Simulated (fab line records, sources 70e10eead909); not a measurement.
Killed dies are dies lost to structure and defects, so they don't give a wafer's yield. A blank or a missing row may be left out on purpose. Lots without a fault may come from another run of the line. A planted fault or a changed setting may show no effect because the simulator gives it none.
Which tool did it? | flow nand_harc | 12 lots, 36 wafers sampled, at 5 steps of a route of 1302

WHAT THE GAUGES READ, wafer by wafer
NHARC_THIN_TSV_CD_MEAS_37.
lot  | measured     | on        | cd_nm (nm)
L982 | day 23 19:55 | cd_sem-03 | 4997.6 5003.7 5001.1
L983 | day 25 01:08 | cd_sem-01 | 4993.5 4995.4 5000.7
L985 | day 25 18:20 | cd_sem-01 | 4999.2 4998.6 4993.8
L986 | day 25 14:00 | cd_sem-01 | 4993.9 4992.9 4992.0
L987 | day 26 07:32 | cd_sem-01 | 4999.0 5000.6 4998.5
L988 | day 27 05:48 | cd_sem-02 | 4997.3 4995.5 4998.6
L989 | day 27 07:00 | cd_sem-02 | 5000.5 4999.3 4995.4
L995 | day 29 04:50 | cd_sem-03 | 4997.1 5005.6 5001.5
L998 | day 30 06:25 | cd_sem-02 | 5000.4 4998.0 4999.5
L999 | day 30 23:38 | cd_sem-02 | 4996.8 5001.5 4996.2
L101 | day 32 10:21 | cd_sem-01 | 5000.4 4999.0 4999.4
L105 | day 33 03:16 | cd_sem-02 | 5000.5 5004.2 5000.0

NHARC_END_SORT_01.
lot  | measured     | on        | killed_at_array | killed_at_other | killed_at_periphery | killed_dies | killed_open | killed_short
L998 | day 30 22:38 | prober-01 | 91 80 71        | 1 0 0           | 11 13 7             | 103 93 78   | 4 2 1       | 2 1 3

WHICH TOOL RAN EACH LOT (tool, then ch and the chambers of the sampled wafers, then the start)
lot  | NHARC_P_GATE_EXPOSE_56            | NHARC_THIN_TSV_PVD_51                   | NHARC_THIN_TSV_ETCH_59
L982 | krf_scanner-03 ch 0, day 6 00:22  | pvd_sputter-01, day 23 18:48 or earlier | rie_metal-02 ch 0,1, day 23 18:48
L983 | krf_scanner-01 ch 0, day 6 05:44  | pvd_sputter-01, day 24 23:44 or earlier | rie_metal-03 ch 0, day 24 23:44
L985 | krf_scanner-02 ch 0, day 6 20:31  | pvd_sputter-02, day 25 17:14 or earlier | rie_metal-02 ch 0,1, day 25 17:14
L986 | krf_scanner-02 ch 0, day 7 10:56  | pvd_sputter-02, day 25 12:49 or earlier | rie_metal-02 ch 0,1, day 25 12:49
L987 | krf_scanner-02 ch 0, day 7 17:28  | pvd_sputter-02, day 26 06:21 or earlier | rie_metal-02 ch 0,1, day 26 06:21
L988 | krf_scanner-02 ch 0, day 8 04:20  | pvd_sputter-01, day 27 04:41 or earlier | rie_metal-02 ch 0,1, day 27 04:41
L989 | krf_scanner-03 ch 0, day 8 21:19  | pvd_sputter-01, day 27 05:53 or earlier | rie_metal-01 ch 0,1, day 27 05:53
L995 | krf_scanner-01 ch 0, day 10 20:52 | pvd_sputter-01, day 29 03:40 or earlier | rie_metal-01 ch 0,1, day 29 03:40
L998 | krf_scanner-02 ch 0, day 12 09:36 | pvd_sputter-02, day 30 05:08 or earlier | rie_metal-01 ch 1, day 30 05:08
L999 | krf_scanner-01 ch 0, day 12 20:41 | pvd_sputter-03, day 30 22:29 or earlier | rie_metal-01 ch 0,1, day 30 22:29
L101 | krf_scanner-01 ch 0, day 13 22:44 | pvd_sputter-02, day 32 09:12 or earlier | rie_metal-02 ch 0,1, day 32 09:12
L105 | krf_scanner-01 ch 0, day 15 03:30 | pvd_sputter-03, day 33 02:07 or earlier | rie_metal-03 ch 0, day 33 02:07
- NHARC_P_GATE_EXPOSE_56: exposes mask P PSD, target cd 720 nm.
- NHARC_THIN_TSV_PVD_51: deposits Cu, target thk 100 nm.
- NHARC_THIN_TSV_ETCH_59: etches the open film in Cl2/BCl3, target depth 880 nm, time 138.1 s.

WHAT THE TOOLS THEMSELVES READ (means of the sampled wafers that have a number; where no wafer has one, the mark that the record gives instead)
NHARC_P_GATE_EXPOSE_56.
lot  | tool           | exposure_dose_mJ_cm2 | reticle_temp_C (C)
L982 | krf_scanner-03 | 14.800               | 22.82
L983 | krf_scanner-01 | 14.816               | 23.04
L985 | krf_scanner-02 | 14.820               | 22.84
L986 | krf_scanner-02 | 14.839               | 22.91
L987 | krf_scanner-02 | 14.804               | 23.00
L988 | krf_scanner-02 | 14.808               | 22.94
L989 | krf_scanner-03 | 14.813               | 23.17
L995 | krf_scanner-01 | 14.806               | 23.11
L998 | krf_scanner-02 | 14.799               | 22.99
L999 | krf_scanner-01 | 14.812               | 22.92
L101 | krf_scanner-01 | 14.790               | 23.01
L105 | krf_scanner-01 | 14.816               | 22.94

NHARC_THIN_TSV_PVD_51.
lot  | tool           | throttle_valve_pct (%)
L982 | pvd_sputter-01 | 29.4
L983 | pvd_sputter-01 | 29.3
L985 | pvd_sputter-02 | 31.1
L986 | pvd_sputter-02 | 30.0
L987 | pvd_sputter-02 | 30.4
L988 | pvd_sputter-01 | 29.1
L989 | pvd_sputter-01 | 29.1
L995 | pvd_sputter-01 | 28.7
L998 | pvd_sputter-02 | 30.5
L999 | pvd_sputter-03 | 30.0
L101 | pvd_sputter-02 | 29.9
L105 | pvd_sputter-03 | 30.6

NHARC_THIN_TSV_ETCH_59.
lot  | tool         | bcl3_flow_sccm (sccm) | bias_w (W) | drypump_motor_current_A (A) | oes_product_au (a.u.) | throttle_valve_pct (%)
L982 | rie_metal-02 | 30.01                 | 100.01     | 5.9                         | 1.011                 | 22.273
L983 | rie_metal-03 | 30.10                 | 100.20     | 5.8                         | 1.000                 | 22.267
L985 | rie_metal-02 | 30.01                 | 100.07     | 5.6                         | 1.008                 | 22.258
L986 | rie_metal-02 | 29.97                 | 99.55      | 5.6                         | 1.000                 | 22.259
L987 | rie_metal-02 | 29.92                 | 99.88      | 5.6                         | 1.000                 | 22.257
L988 | rie_metal-02 | 29.91                 | 99.68      | 5.6                         | 1.001                 | 22.266
L989 | rie_metal-01 | 30.00                 | 100.35     | 5.9                         | 0.994                 | 22.269
L995 | rie_metal-01 | 29.93                 | 100.11     | 5.7                         | 1.015                 | 22.269
L998 | rie_metal-01 | 29.89                 | 100.07     | 5.4                         | 1.006                 | 22.262
L999 | rie_metal-01 | 29.97                 | 99.56      | 5.9                         | 1.006                 | 22.264
L101 | rie_metal-02 | 30.12                 | 100.06     | 5.8                         | 1.000                 | 22.264
L105 | rie_metal-03 | 30.05                 | 99.94      | 5.8                         | 0.992                 | 22.262

THE ANSWER, worked out from the rows above alone
Rule: what is usual is taken from the lots themselves. Put in order of their means at a reading, lots are off if they are a third of the lots or fewer, leave a main group of 4 or more, and stand apart from it by a gap of 3 or more times the standard deviation of the main group's means; of several such gaps the widest counts. A main group whose means are all the same, to the digits that the tables above print for the reading, isn't used. A lot without any number at a reading at which 4 lots or more have one is off too. The other lots that the step has rows for count as sound. The gauges are gone through in route order, then the tools' own readings, and for those a lot's mean is taken as printed above. The first step at which some lot is off is used, and at that step the reading that is off furthest; a lot without a number counts as furthest.
No lot is off at any reading shown: from this, nothing can be told.

WHAT THE SIMULATOR HAD PUT IN
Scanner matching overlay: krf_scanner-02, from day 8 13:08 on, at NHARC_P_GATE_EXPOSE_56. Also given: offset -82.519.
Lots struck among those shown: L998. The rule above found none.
